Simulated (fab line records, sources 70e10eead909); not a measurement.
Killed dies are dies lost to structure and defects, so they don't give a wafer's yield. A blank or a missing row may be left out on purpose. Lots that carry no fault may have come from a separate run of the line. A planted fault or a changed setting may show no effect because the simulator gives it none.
A struck lot beside a sound one | flow nand_harc | 17 out of 1302 route steps
Sound: these wafers, L681.2, L681.4, L681.6. Struck: wafer L688.3 (left out: L688.4, L688.6 of the same lot, which were not struck); the cause appears at the end.
At each step with rows: each side's tool, then ch and its chambers, then its first start. Under that, the readings that differ: sound wafers | struck wafers | difference of the means | sigmas: that difference in standard deviations of wafers without a fault.
alike: a reading whose means differ by less than 2 such deviations, as well as words and numbers matching on both sides. not compared: withheld readings; readings where some wafer has no value; bounds like >300 that might hide an equal value; numbers whose values overlap and for which the record gives no deviation.
Wherever a step has rows on one side only, a row that says differs or no value, or a row with sigmas, the two part there. Numbers that have no deviation but don't overlap get no sigmas and don't part them. A reading that every wafer of one side lacks parts them only if that side has two wafers or more.

NHARC_P_M1_INSPECT_11:
  sound on defect_inspect-01 at day 11 00:17; struck on defect_inspect-02 at day 13 16:29
  alike: raw_defect_count
then, 1 step without rows for these wafers: NHARC_P_M1_DESCUM_14 (chemistry O2, time 3 s).
NHARC_P_M1_ETCH_35: etches the open film in N2/H2, target depth 40 nm, overetch 12 nm, time 43.94 s.
  sound on rie_diel-01 ch 1,3, day 11 00:28; struck on rie_diel-01 ch 2, day 13 16:39
  alike: drypump_motor_current_A, oes_product_au, rf_vpp_V, showerhead_plenum_p_Torr, throttle_valve_pct
  not compared: rf_hours_counter_h
NHARC_P_M1_ETCH_15: etches the open film in C4F8/Ar, target depth 182.5 nm, time 91.2 s.
  sound: rie_diel-01 ch 1,2,3; struck: rie_diel-01 ch 3
  alike: oes_product_au, rf_vpp_V
  not compared: rf_hours_counter_h
NHARC_P_M1_CD_MEAS_16:
  sound on cd_sem-02 at day 11 00:43; struck on cd_sem-03 at day 13 16:52
  alike: cd_nm
then, 1 step without rows for these wafers: NHARC_P_M1_STRIP_18 (strips in N2/H2).
NHARC_P_M1_ETCH_28: etches the open film in CF4/N2, target depth 30 nm, time 72.99 s.
  sound: rie_diel-02 ch 0,1; struck: rie_diel-01 ch 2
  reading                | sound                | struck | difference | sigmas
  throttle_valve_pct (%) | 19.813 19.806 19.789 | 19.780 | -0.023     | -2
  alike: cf4_flow_sccm, drypump_motor_current_A, oes_product_au, rf_vpp_V, showerhead_plenum_p_Torr
  not compared: rf_hours_counter_h
then, 1 step without rows for these wafers: NHARC_P_M1_STRIP_19 (strips in post etch residue remover, time 600 s).
NHARC_P_M1_DEGAS_29: time 60 s.
  sound on pvd_sputter-01 at day 11 01:28; struck on pvd_sputter-03 at day 13 17:35
  alike: heater_power_w
NHARC_P_M1_PRE_CLEAN_30: time 30 s.
  sound on pvd_sputter-01; struck on pvd_sputter-03
  alike: heater_power_w
then, 2 steps without rows for these wafers: NHARC_P_M1_PVD_20 (deposits TaN, target thk 5 nm, time 8.06 s); NHARC_P_M1_PVD_21 (deposits Cu, target thk 30 nm, time 20.49 s).
NHARC_P_M1_ECD_22: material Cu, target thk 400 nm.
  sound on ecd_cu-02 ch 0,1, day 11 01:52; struck on ecd_cu-01 ch 0,1, day 13 18:02
then, 1 step without rows for these wafers: NHARC_P_M1_ANNEAL_31 (time 90 s).
NHARC_P_M1_CMP_23: polishes, t overpolish 20 s, target thk 157.82 nm.
  sound on cmp-01 ch 0,1,2, day 11 02:36; struck on cmp-04 ch 0, day 13 18:44
  reading                | sound          | struck | difference | sigmas
  time_to_endpoint_s (s) | 29.2 27.8 26.7 | 15.4   | -12.5      | -4
  alike: motor_current_A, retaining_ring_pressure_frac
  not compared: pad_life_wafers
NHARC_P_M1_THK_MEAS_24: measures by xrf.
  sound on film_metro-02 at day 11 02:52; struck on film_metro-02 at day 13 19:00
  alike: thk_nm
NHARC_END_SORT_01:
  the record has rows for the sound wafers here (prober-02 ch 0, day 28 20:19) and none for the struck ones

## WHERE THEY PART
Earliest at NHARC_P_M1_ETCH_28; latest, in this record, at NHARC_END_SORT_01.

WHY: whatever the simulator had introduced
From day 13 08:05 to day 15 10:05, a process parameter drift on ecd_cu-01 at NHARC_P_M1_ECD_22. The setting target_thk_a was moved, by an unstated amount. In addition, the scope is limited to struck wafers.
